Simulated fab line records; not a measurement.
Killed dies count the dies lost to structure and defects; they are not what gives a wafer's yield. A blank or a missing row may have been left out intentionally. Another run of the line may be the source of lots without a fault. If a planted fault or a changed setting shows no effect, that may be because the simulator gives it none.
fab line records | flow n5-finfet
[record] lots = 7 wafers = 21
route steps=1938 shown SD_EPI_N@288 SD_EPI_P@321 ILD0@338 SDB@347 HKMG_FIN@424 GATE_CUT@477 MOL_CONTACT_COAG@559
start-h: the number of hours between the record's first day and the start of the first shown wafer of the lot | wait-h: hours since the lot's step before | " unchanged from the row above | L1.1+2: one row covering several wafers at once | - no value, or no start was given | * or withheld: withheld | < > ~ a bound
route shown NAME@n: NAME is a module with steps in the file, n the number in the route of the first one | usual: mean/standard deviation of fault-free wafers | same: alike in all rows | chamber/n: place in a boat | sites: each site's reading | _std_site: standard deviation of those values | _edge_site: mean of outer sites minus mean of inner sites | radius-mm: how far each site lies from the wafer's centre | mask NAME#n: copy n | behind: the tool/chamber that last shaped the wafer | hold: cause of the lot's hold/its duration in hours/its outcome | device: the n, p or np transistor that did not switch | end of line: tests run on the same wafers once the route is complete | a step given without rows: its recipe and nothing more | killed: the dies lost at the first sort to structure and to defects; this is not the yield of the wafer | map: a wafer's dies, marking killed ones x, the rest . and places with no die _
set.NAME: setting as actually run; set.NAME@STEP: the setting as run at that earlier step | model.NAME: the simulator's own value behind a step, which no gauge read
lots with deliberately changed settings; one table per step, one row per wafer
[[steps]]
[step N5_SD_EPI_N_EPI_21]
[recipe] material = Si:P dopant = P temp-c = 680 pressure-torr = 255 time-s = 690
// columns lot.wafer tool chamber start-h wait-h set.epi-growth-time-s
L075.1+2 epi-rpcvd-03 0 58.69 0.1 690
L075.3 " 0 " " 729.2
L076.2+6 epi-rpcvd-03 0 63.86 0.4 690
L076.4 " 0 " " 741.6
L081.2+3+6 epi-rpcvd-01 0 93.25 0.5 690
L086.1+5 epi-rpcvd-03 0 125.96 0.2 710.4
L086.3 " 0 " " 690
L087.3+4+5 epi-rpcvd-01 0 129.04 0.7 690
L091.2+4 epi-rpcvd-02 0 155.21 0.4 690
L091.3 " 0 " " 708.9
L092.1+4+6 epi-rpcvd-01 0 157.70 0.1 690
[step N5_SD_EPI_N_PRECLEAN_24]
[recipe] chemistry = O3/DIW time-s = 60 temp-c = 22 o3-ppm = 10
[step N5_SD_EPI_P_EPI_21]
[recipe] material = SiGe:B dopant = B temp-c = 550 pressure-torr = 20 ambient = H2 time-s = 355
[step N5_SD_EPI_P_HM_STRIP_48]
[recipe] chemistry = H3PO4 temp-c = 160 material = SiNx target = SiNx target-depth-a = 30 overetch-fraction = 0.3
// columns lot.wafer tool chamber start-h wait-h set.epi-growth-time-s@SD_EPI_N_EPI_21 model.Si-P_of_SD_EPI_N_EPI_21.thk-nm
L075.1 wet-bench-03 7 64.97 0.0 690 56.8
L075.2 " 4 " " 690 58.8
L075.3 " 6 " " 729.2 60
L076.2+6 wet-bench-05 2,1 69.80 0.0 690 57.6
L076.4 " 6 " " 741.6 60
L081.2 wet-bench-05 0 100.49 0.0 690 58.6
L081.3 " 3 " " 690 57.6
L081.6 " 4 " " 690 58
L086.1+5 wet-bench-05 2,0 133.75 0.0 710.4 59.4
L086.3 " 4 " " 690 58.4
L087.3+5 wet-bench-03 0,4 134.69 0.0 690 57.8
L087.4 " 1 " " 690 58.4
L091.2 wet-bench-06 5 161.27 0.0 690 58.8
L091.3 " 3 " " 708.9 60.2
L091.4 " 6 " " 690 59.2
L092.1 wet-bench-03 2 164.88 0.0 690 58.4
L092.4 " 0 " " 690 57.8
L092.6 " 1 " " 690 58.6
[step N5_ILD0_CMP_03]
[recipe] stop-on = SiNx t-overpolish-s = 1.9 post-cmp-clean = alkaline-brush down-force-psi = 4.1491 platen-rpm = 51.796 pad-velocity-m-s = 1.0306 target-thk-nm = 197.38
[usual] time-to-endpoint-s = 68.8/2.9
// columns lot.wafer tool chamber start-h wait-h set.down-force-psi time-to-endpoint-s
L075.2 cmp-01 0 68.44 0.0 4.1491 69.7
L075.3 " 1 " " 3.491 83.3
L075.1 " 2 " " 3.491 80.6
L076.2 cmp-02 3 73.20 0.0 4.1491 71.7
L076.4 " 0 " " 3.897 75.1
L076.6 " 0 " " 3.897 71.6
L081.2 cmp-02 0 103.89 0.1 4.1491 64.2
L081.3 " 1 " " 4.1491 65.9
L081.6 " 3 " " 4.1491 67.2
L086.3 cmp-02 2 137.47 0.0 4.1491 68.9
L086.1 " 1 " " 4.1491 69.7
L086.5 " 3 " " 4.1491 70.9
L087.3 cmp-02 1 138.19 0.1 4.1491 67.0
L087.4 " 3 " " 4.1491 66.7
L087.5 " 0 " " 4.1491 66.9
L091.4 cmp-04 0 164.56 0.0 4.1491 68.4
L091.3 " 1 " " 3.354 83.4
L091.2 " 2 " " 3.354 84.5
L092.1 cmp-01 0 168.25 0.1 4.891 57.0
L092.4 " 1 " " 4.1491 70.9
L092.6 " 3 " " 4.891 58.7
[step N5_SDB_HM_DEP_00]
[recipe] material = SiNx target-thk-a = 400 temp-c = 400 precursor = SiH4/NH3/N2 pressure-torr = 1.5 rf-w = 300 time-s = 35.3
// columns lot.wafer tool chamber start-h wait-h set.time-s model.SiNx_of_SDB_HM_DEP_00.thk-nm
L075.1+3 pecvd-01 2,0 72.34 0.0 35.3 39.6
L075.2 " 1 " " 35.3 40.2
L076.2 pecvd-02 0 77.09 0.0 35.3 39
L076.4 " 1 " " 33.75 38.6
L076.6 " 0 " " 35.3 40
L081.2 pecvd-04 1 107.74 0.1 35.3 39.6
L081.3 " 2 " " 35.3 39.8
L081.6 " 0 " " 35.3 40
L086.1 pecvd-02 0 141.36 0.0 35.3 38.8
L086.3 " 0 " " 35.3 39.6
L086.5 " 2 " " 35.3 39.8
L087.3+5 pecvd-04 1,2 142.04 0.0 35.3 40
L087.4 " 1 " " 39.65 45
L091.2 pecvd-01 0 168.46 0.0 35.3 39.6
L091.3 " 1 " " 35.3 39.4
L091.4 " 2 " " 35.3 40.8
L092.1 pecvd-01 0 172.29 0.0 35.3 39.4
L092.4 " 2 " " 35.3 40.6
L092.6 " 1 " " 35.3 40.4
[step N5_SDB_COAT_03]
[recipe] resist = SOC temp-c = 250 time-s = 60 spin-rpm = 1500 resist-thk-nm = 100
[step N5_SDB_COAT_04]
[recipe] resist = SiARC temp-c = 220 time-s = 60 spin-rpm = 1500 resist-thk-nm = 18
[step N5_SDB_STRIP_19]
[recipe] chemistry = N2/H2 temp-c = 40 n2-flow-sccm = 200 h2-flow-sccm = 200 rf-frequency-hz = 6e+07
[step N5_SDB_STRIP_21]
[recipe] chemistry = CF4 resist = SiARC power-w = 300 bias-power-w = 75 pressure-mtorr = 50 cf4-flow-sccm = 150 rf-frequency-hz = 6e+07
[step N5_SDB_HM_OPEN_20]
[recipe] chemistry = CH3F/O2 target = SiNx mask-material = SOC target-depth-a = 240 stop-on = poly-Si over-etch-frac = 0.4 ion-energy-ev = 120 pressure-mtorr = 30 source-w = 395 bias-w = 73 Ar_flow_sccm = 150 CH3F_flow_sccm = 30 O2_flow_sccm = 20
// columns lot.wafer tool chamber start-h wait-h set.time-s@SDB_HM_DEP_00 model.etch.depth-nm
L075.1 rie-diel-04 1 73.11 0.0 35.3 23.69
L075.2 " 3 " " 35.3 24.13
L075.3 " 0 " " 35.3 23.6
L076.2 rie-diel-05 2 77.86 0.0 35.3 23.04
L076.4 " 1 " " 33.75 22.55
L076.6 " 0 " " 35.3 24
L081.2+3 rie-diel-04 2,0 108.38 0.0 35.3 23.7
L081.6 " 0 " " 35.3 23.99
L086.1 rie-diel-02 0 142.17 0.0 35.3 22.83
L086.3 " 3 " " 35.3 23.58
L086.5 " 3 " " 35.3 23.89
L087.3 rie-diel-05 2 142.69 0.0 35.3 23.99
L087.4 " 0 " " 39.65 28.98
L087.5 " 3 " " 35.3 24.05
L091.2 rie-diel-04 2 169.15 0.0 35.3 23.7
L091.3 " 1 " " 35.3 23.44
L091.4 " 2 " " 35.3 24.84
L092.1 rie-diel-05 1 172.98 0.0 35.3 23.48
L092.4 " 0 " " 35.3 24.51
L092.6 " 1 " " 35.3 24.31
[step N5_HKMG_FIN_COAT_06]
[recipe] resist = CAR-ArF spin-rpm = 1500 resist-thk-nm = 90
// columns lot.wafer tool chamber start-h wait-h set.spin-rpm model.CAR-ArF_of_HKMG_FIN_COAT_06.thk-nm
L075.1 litho-track-05 0 - - 1500 89.4
L075.2 " 0 " " 1626 85.6
L075.3 " 0 " " 1626 86
L076.2 litho-track-04 0 - - 1638 86.4
L076.4 " 0 " " 1500 90
L076.6 " 0 " " 1638 86.2
L081.2+6 litho-track-05 0 - - 1500 89.8
L081.3 " 0 " " 1500 89.6
L086.1 litho-track-05 0 - - 1436 91.8
L086.3 " 0 " " 1436 92
L086.5 " 0 " " 1500 89.8
L087.3 litho-track-04 0 - - 1500 90
L087.4 " 0 " " 1389 93.6
L087.5 " 0 " " 1389 93.8
L091.2 litho-track-05 0 - - 1500 89.8
L091.3 " 0 " " 1500 90.4
L091.4 " 0 " " 1414 92.8
L092.1 litho-track-03 0 - - 1436 92
L092.4 " 0 " " 1500 90
L092.6 " 0 " " 1500 90.2
[step N5_HKMG_FIN_EXPOSE_09]
[recipe] mask-id = NWFM na = 1.35 source-shape = conventional sigma-outer = 0.8 polarization = unpolarized dose-mj = 39.25
// columns lot.wafer tool chamber start-h wait-h mask set.dose-mj
L075.1+2 arfi-scanner-01 0 81.41 - NWFM#0 39.25
L075.3 " 0 " " NWFM#0 41.79
L076.2+4 arfi-scanner-02 0 86.28 - NWFM#0 37.59
L076.6 " 0 " " NWFM#0 39.25
L081.2+3+6 arfi-scanner-02 0 116.82 - NWFM#0 39.25
L086.1+3 arfi-scanner-01 0 151.30 - NWFM#0 38.46
L086.5 " 0 " " NWFM#0 39.25
L087.3+5 arfi-scanner-01 0 151.53 - NWFM#0 39.25
L087.4 " 0 " " NWFM#0 41.88
L091.2+3 arfi-scanner-02 0 178.58 - NWFM#0 41.18
L091.4 " 0 " " NWFM#0 39.25
L092.1+4+6 arfi-scanner-03 0 182.03 - NWFM#0 38.13
[step N5_HKMG_FIN_PEB_10]
[recipe] peb-temp-c = withheld peb-time-s = 60 resist = CAR-ArF
[step N5_HKMG_FIN_DEVELOP_11]
[recipe] develop-time-s = 30 developer = TMAH resist = CAR-ArF dev-temp-c = 23 rinse-liquid = diw dry = air-spin
// columns lot.wafer tool chamber start-h wait-h set.spin-rpm@HKMG_FIN_COAT_06 model.CAR-ArF_of_HKMG_FIN_COAT_06.thk-nm
L075.1 litho-track-04 0 - - 1500 87.8
L075.2 " 0 " " 1626 84
L075.3 " 0 " " 1626 84.4
L076.2 litho-track-05 0 - - 1638 84.8
L076.4 " 0 " " 1500 88.4
L076.6 " 0 " " 1638 84.6
L081.2+3 litho-track-03 0 - - 1500 88
L081.6 " 0 " " 1500 88.2
L086.1+3 litho-track-05 0 - - 1436 90.2
L086.5 " 0 " " 1500 88.2
L087.3 litho-track-05 0 - - 1500 88.4
L087.4+5 " 0 " " 1389 92
L091.2 litho-track-03 0 - - 1500 88.2
L091.3 " 0 " " 1500 88.6
L091.4 " 0 " " 1414 91
L092.1 litho-track-05 0 - - 1436 90.4
L092.4 " 0 " " 1500 88.4
L092.6 " 0 " " 1500 88.6
[step N5_HKMG_FIN_CD_MEAS_12]
[recipe] target-cd-nm = 92.8 landing-energy-ev = 500 detector = se-inlens
[usual] cd-nm = 92.7/0.56
// columns lot.wafer tool chamber start-h wait-h set.dose-mj@HKMG_FIN_EXPOSE_09 cd-nm
L075.1 cd-sem-01 0 81.53 - 39.25 92.4
L075.2 " 0 " " 39.25 92.3
L075.3 " 0 " " 41.79 97.4
L076.2 cd-sem-01 0 86.39 - 37.59 90.1
L076.4 " 0 " " 37.59 89.1
L076.6 " 0 " " 39.25 91.8
L081.2 cd-sem-02 0 116.94 - 39.25 92.4
L081.3 " 0 " " 39.25 92.4
L081.6 " 0 " " 39.25 91.7
L086.1 cd-sem-02 0 151.42 - 38.46 91.8
L086.3 " 0 " " 38.46 91.9
L086.5 " 0 " " 39.25 93.1
L087.3 cd-sem-03 0 151.65 - 39.25 92.9
L087.4 " 0 " " 41.88 96.3
L087.5 " 0 " " 39.25 92.0
L091.2 cd-sem-02 0 178.70 - 41.18 95.3
L091.3 " 0 " " 41.18 95.0
L091.4 " 0 " " 39.25 92.6
L092.1 cd-sem-02 0 182.15 - 38.13 91.6
L092.4 " 0 " " 38.13 91.0
L092.6 " 0 " " 38.13 90.7
[step N5_GATE_CUT_HM_DEP_46]
[recipe] material = SiO2 target-thk-a = 1300 temp-c = 400 precursor = TEOS/O2 pressure-torr = 6.5 rf-w = 900 teos-flow-sccm = 161.4 gas = O2 flow-sccm = 2650 time-s = 26.6
// columns lot.wafer tool chamber start-h wait-h set.time-s model.SiO2_of_GATE_CUT_HM_DEP_46.thk-nm
L075.1 pecvd-02 0 91.07 0.0 27.91 133.8
L075.2 " 1 " " 26.6 127.4
L075.3 " 2 " " 26.6 129.6
L076.2 pecvd-02 2 94.28 0.0 26.6 129.8
L076.4 " 2 " " 26.6 131.8
L076.6 " 0 " " 26.6 130
L081.2 pecvd-02 1 124.88 0.0 26.6 128.6
L081.3 " 2 " " 26.6 129.8
L081.6 " 0 " " 26.6 132.4
L086.1 pecvd-02 0 159.60 0.0 26.6 131.4
L086.3 " 1 " " 26.6 128.4
L086.5 " 0 " " 26.6 132.2
L087.3 pecvd-04 0 160.19 0.0 28.4 137.6
L087.4 " 1 " " 26.6 132.6
L087.5 " 0 " " 26.6 130.8
L091.2 pecvd-02 0 187.07 0.0 23.94 114.2
L091.3 " 2 " " 23.94 114.4
L091.4 " 2 " " 23.94 119.4
L092.1 pecvd-03 2 193.78 0.0 26.6 129.4
L092.4 " 2 " " 22.63 113.4
L092.6 " 0 " " 26.6 130.6
[step N5_GATE_CUT_COAT_07]
[recipe] resist = CAR-EUV spin-rpm = 1500 resist-thk-nm = 30
// columns lot.wafer tool chamber start-h wait-h set.spin-rpm model.CAR-EUV_of_GATE_CUT_COAT_07.thk-nm
L075.1 litho-track-05 0 - - 1500 30
L075.2+3 " 0 " " 1500 29.8
L076.2 litho-track-01 0 - - 1393 31
L076.4 " 0 " " 1393 31.2
L076.6 " 0 " " 1500 30
L081.2+6 litho-track-02 0 - - 1500 30
L081.3 " 0 " " 1500 29.8
L086.1 litho-track-01 0 - - 1500 30
L086.3+5 " 0 " " 1435 30.6
L087.3+4+5 litho-track-02 0 - - 1500 30.2
L091.2+4 litho-track-05 0 - - 1566 29.2
L091.3 " 0 " " 1500 30
L092.1 litho-track-05 0 - - 1374 31.6
L092.4 " 0 " " 1374 31.4
L092.6 " 0 " " 1500 30
[step N5_GATE_CUT_EBR_09]
[recipe] solvent = PGMEA ebr-width-mm = 1.5
[step N5_GATE_CUT_SOFTBAKE_08]
[recipe] temp-c = 110 time-s = 60 resist = CAR-EUV
[step N5_GATE_CUT_EXPOSE_10]
[recipe] mask-id = GATE_CUT na = 0.33 source-shape = annular sigma-inner = 0.35 sigma-outer = 0.8 polarization = unpolarized target-cd-nm = 20 dose-mj = 43.25
[step N5_GATE_CUT_PEB_11]
[recipe] peb-temp-c = 100 peb-time-s = 60 resist = CAR-EUV
[step N5_GATE_CUT_DEVELOP_12]
[recipe] develop-time-s = 30 developer = TMAH resist = CAR-EUV rinse-liquid = surfactant-rinse dry = air-spin dev-temp-c = 23
// columns lot.wafer tool chamber start-h wait-h set.spin-rpm@GATE_CUT_COAT_07 model.CAR-EUV_of_GATE_CUT_COAT_07.thk-nm
L075.1+2+3 litho-track-05 0 - - 1500 29.4
L076.2+4 litho-track-02 0 - - 1393 30.6
L076.6 " 0 " " 1500 29.4
L081.2+6 litho-track-02 0 - - 1500 29.6
L081.3 " 0 " " 1500 29.4
L086.1 litho-track-01 0 - - 1500 29.6
L086.3+5 " 0 " " 1435 30.2
L087.3+5 litho-track-01 0 - - 1500 29.8
L087.4 " 0 " " 1500 29.6
L091.2+4 litho-track-02 0 - - 1566 28.8
L091.3 " 0 " " 1500 29.4
L092.1+4 litho-track-05 0 - - 1374 31
L092.6 " 0 " " 1500 29.6
[step N5_GATE_CUT_STRIP_38]
[recipe] chemistry = N2/H2 temp-c = 40 n2-flow-sccm = 200 h2-flow-sccm = 200 rf-frequency-hz = 6e+07
[step N5_GATE_CUT_STRIP_39]
[recipe] chemistry = N2/H2 temp-c = 40 n2-flow-sccm = 200 h2-flow-sccm = 200 rf-frequency-hz = 6e+07
[step N5_GATE_CUT_HM_OPEN_40]
[recipe] chemistry = C4F6/O2 target = SiO2 mask-material = SiARC target-depth-a = 1390 time-s = 85.1 ion-energy-ev = 250 pressure-mtorr = 30 source-w = 345 bias-w = 185 Ar_flow_sccm = 300 C4F6_flow_sccm = 10 O2_flow_sccm = 10 ends = cleared
[usual] etch-rf-on-time-s = 93.4/1.5
// columns lot.wafer tool chamber start-h wait-h set.time-s@GATE_CUT_HM_DEP_46 etch-rf-on-time-s model.etch.depth-nm model.SOC_of_GATE_CUT_COAT_34.thk-nm
L075.1 rie-diel-06 0 91.82 0.0 27.91 94.5 133.9 31.6
L075.2 " 2 " " 26.6 92.4 127.3 33
L075.3 " 1 " " 26.6 94.8 129.7 32.2
L076.2 rie-diel-03 3 95.03 0.0 26.6 94.0 129.8 32.6
L076.4 " 0 " " 26.6 95.9 131.8 32.4
L076.6 " 0 " " 26.6 94.7 130 33
L081.2 rie-diel-06 3 125.51 0.0 26.6 90.6 128.6 33
L081.3 " 0 " " 26.6 92.0 129.8 32.6
L081.6 " 3 " " 26.6 94.0 132.4 32.2
L086.1 rie-diel-03 3 160.35 0.0 26.6 95.0 131.3 32.8
L086.3 " 0 " " 26.6 94.0 128.5 33.4
L086.5 " 1 " " 26.6 95.9 132.3 32.2
L087.3 rie-diel-03 2 160.81 0.0 28.4 99.1 137.7 31.2
L087.4 " 0 " " 26.6 96.1 132.7 32.4
L087.5 " 3 " " 26.6 94.1 130.7 32.6
L091.2 rie-diel-01 1 188.31 0.0 23.94 82.2 114.1 36.2
L091.3 " 1 " " 23.94 81.9 114.5 36.2
L091.4 " 3 " " 23.94 84.9 119.3 34.8
L092.1 rie-diel-06 0 194.72 0.0 26.6 93.5 129.5 33
L092.4 " 3 " " 22.63 81.6 113.4 36.4
L092.6 " 0 " " 26.6 94.1 130.6 32.8
[step N5_GATE_CUT_STRIP_41]
[recipe] chemistry = CF4 resist = SiARC power-w = 300 bias-power-w = 75 pressure-mtorr = 50 cf4-flow-sccm = 150 rf-frequency-hz = 6e+07
[step N5_GATE_CUT_STRIP_42]
[recipe] chemistry = O2 power-w = 400 temp-c = 40 pressure-mtorr = 30 rf-frequency-hz = 6e+07 bias-power-w = 0 overash-fraction = 0.3 o2-flow-sccm = 225
[step N5_GATE_CUT_ALD_22]
[recipe] material = SiNx target-thk-a = 160 temp-c = 400 ald-precursor-family = SiH2I2 ald-co-reactant = N2/H2-plasma pulse-time-s = 1 ald-cycles = 320 purge-time-s = 2 co-reactant-purge-time-s = 2 pressure-torr = 2
[step N5_GATE_CUT_CMP_23]
[recipe] stop-on = SiO2 t-overpolish-s = 23.4 post-cmp-clean = alkaline-brush down-force-psi = 2.5 platen-rpm = 51.8 pad-velocity-m-s = 1.0307 target-thk-nm = 16
[step N5_GATE_CUT_THK_MEAS_24]
[recipe] reads = SiO2_of_GATE_CUT_HM_DEP_46+SiO2_flowable_of_ILD0_FCVD_FILL_01
[usual] GC_FILL_THK = 219.7/2.1
// columns lot.wafer tool chamber start-h wait-h set.time-s@GATE_CUT_HM_DEP_46 GC_FILL_THK[nm]
L075.1 film-metro-02 - 96.04 - 27.91 224.7
L075.2 " - " " 26.6 216.0
L075.3 " - " " 26.6 221.5
L076.2 film-metro-02 - 97.49 - 26.6 219.8
L076.4 " - " " 26.6 221.3
L076.6 " - " " 26.6 219.2
L081.2 film-metro-02 - 127.96 - 26.6 217.6
L081.3 " - " " 26.6 219.4
L081.6 " - " " 26.6 221.4
L086.1 film-metro-02 - 162.80 - 26.6 221.6
L086.3 " - " " 26.6 218.7
L086.5 " - " " 26.6 222.3
L087.3 film-metro-01 - 163.59 - 28.4 227.1
L087.4 " - " " 26.6 222.1
L087.5 " - " " 26.6 219.8
L091.2 film-metro-01 - 192.54 - 23.94 203.1
L091.3 " - " " 23.94 204.2
L091.4 " - " " 23.94 208.8
L092.1 film-metro-01 - 197.18 - 26.6 219.6
L092.4 " - " " 22.63 203.6
L092.6 " - " " 26.6 219.4
[step N5_GATE_CUT_CMP_43]
[recipe] material = SiO2 post-cmp-clean = rinse-only
// columns lot.wafer tool chamber start-h wait-h set.time-s@GATE_CUT_HM_DEP_46 model.SiO2_of_GATE_CUT_HM_DEP_46.thk-nm
L075.2 cmp-01 1 96.07 0.0 26.6 4.8
L075.1 " 2 " " 27.91 5.2
L075.3 " 0 " " 26.6 5
L076.4+2+6 cmp-02 3,0,2 97.68 0.2 26.6 5
L081.2+3 cmp-01 0,1 128.07 0.1 26.6 5
L081.6 " 3 " " 26.6 5.2
L086.1+3 cmp-03 1,2 162.91 0.1 26.6 5
L086.5 " 0 " " 26.6 5.2
L087.3 cmp-02 0 163.78 0.2 28.4 5.4
L087.4 " 1 " " 26.6 5.2
L087.5 " 3 " " 26.6 5
L091.3+2 cmp-03 3,0 192.57 0.0 23.94 4.2
L091.4 " 1 " " 23.94 4.4
L092.4 cmp-02 2 197.21 0.0 22.63 4.2
L092.1+6 " 3 " " 26.6 5
[step N5_MOL_CONTACT_COAG_ALD_27]
[recipe] material = SiOC target-thk-a = 170 temp-c = 400 ald-precursor-family = carbosiloxane ald-co-reactant = H2-plasma pulse-time-s = 1.5 time-s = 2720 purge-time-s = 2 co-reactant-purge-time-s = 2 ald-cycles = 340 pressure-torr = 2
// columns lot.wafer tool chamber start-h wait-h set.time-s model.SiOC_of_MOL_CONTACT_COAG_ALD_27.thk-nm
L075.1+2 ald-sin-01 3,2 105.09 0.0 2720 17.2
L075.3 " 0 " " 2236 14
L076.2+4 ald-sin-01 2,1 108.07 0.0 2720 16.8
L076.6 " 2 " " 2720 17
L081.2+3+6 ald-sin-04 3,2,3 135.50 0.2 2720 17
L086.1+3 ald-sin-04 2,0 170.32 0.0 2720 17.2
L086.5 " 3 " " 3121 17.2
L087.3+4 ald-sin-04 1,3 173.06 0.0 2720 16.8
L087.5 " 1 " " 3154 17
L091.2 ald-sin-04 0 198.99 0.0 2720 17
L091.3 " 3 " " 2182 13.8
L091.4 " 1 " " 2182 13.6
L092.1+6 ald-sin-04 2,0 206.49 0.0 2301 14.4
L092.4 " 3 " " 2720 17.2
[[key]]
[split] step = N5_SD_EPI_N_EPI_21 setting = epi-growth-time-s stated = 690 by = wafer
[response] step = N5_SD_EPI_P_HM_STRIP_48 reading = model.Si-P_of_SD_EPI_N_EPI_21.thk-nm change = +0.351 per = 1% r = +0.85
[split] step = N5_ILD0_CMP_03 setting = down-force-psi stated = 4.1491 by = wafer
[response] step = N5_ILD0_CMP_03 reading = time-to-endpoint-s change = * per = 1% r = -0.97
[split] step = N5_SDB_HM_DEP_00 setting = time-s stated = 35.3 by = wafer
[response] step = N5_SDB_HM_DEP_00 reading = model.SiNx_of_SDB_HM_DEP_00.thk-nm change = +0.383 per = 1% r = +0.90
[response] step = N5_SDB_HM_OPEN_20 reading = model.etch.depth-nm change = +0.382 per = 1% r = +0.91
[split] step = N5_HKMG_FIN_COAT_06 setting = spin-rpm stated = 1500 by = wafer
[response] step = N5_HKMG_FIN_COAT_06 reading = model.CAR-ArF_of_HKMG_FIN_COAT_06.thk-nm change = -0.445 per = 1% r = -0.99
[response] step = N5_HKMG_FIN_DEVELOP_11 reading = model.CAR-ArF_of_HKMG_FIN_COAT_06.thk-nm change = -0.439 per = 1% r = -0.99
[split] step = N5_HKMG_FIN_EXPOSE_09 setting = dose-mj stated = 39.25 by = wafer
[response] step = N5_HKMG_FIN_CD_MEAS_12 reading = cd-nm change = +0.625 per = 1% r = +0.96
[split] step = N5_GATE_CUT_HM_DEP_46 setting = time-s stated = 26.6 by = wafer
[response] step = N5_GATE_CUT_HM_DEP_46 reading = model.SiO2_of_GATE_CUT_HM_DEP_46.thk-nm change = +1.07 per = 1% r = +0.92
[response] step = N5_GATE_CUT_HM_OPEN_40 reading = etch-rf-on-time-s change = * per = 1% r = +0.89
[response] step = N5_GATE_CUT_HM_OPEN_40 reading = model.etch.depth-nm change = +1.08 per = 1% r = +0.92
[response] step = N5_GATE_CUT_HM_OPEN_40 reading = model.SOC_of_GATE_CUT_COAT_34.thk-nm change = -0.225 per = 1% r = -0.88
[response] step = N5_GATE_CUT_THK_MEAS_24 reading = GC_FILL_THK change = +1.06 per = 1% r = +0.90
[response] step = N5_GATE_CUT_CMP_43 reading = model.SiO2_of_GATE_CUT_HM_DEP_46.thk-nm change = +0.0528 per = 1% r = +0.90
[split] step = N5_GATE_CUT_COAT_07 setting = spin-rpm stated = 1500 by = wafer
[response] step = N5_GATE_CUT_COAT_07 reading = model.CAR-EUV_of_GATE_CUT_COAT_07.thk-nm change = -0.166 per = 1% r = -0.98
[response] step = N5_GATE_CUT_DEVELOP_12 reading = model.CAR-EUV_of_GATE_CUT_COAT_07.thk-nm change = -0.16 per = 1% r = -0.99
[split] step = N5_MOL_CONTACT_COAG_ALD_27 setting = time-s stated = 2720 by = wafer
[response] step = N5_MOL_CONTACT_COAG_ALD_27 reading = model.SiOC_of_MOL_CONTACT_COAG_ALD_27.thk-nm shape = bent at-lowest = 13.7 at-stated = 17.01 at-highest = 17
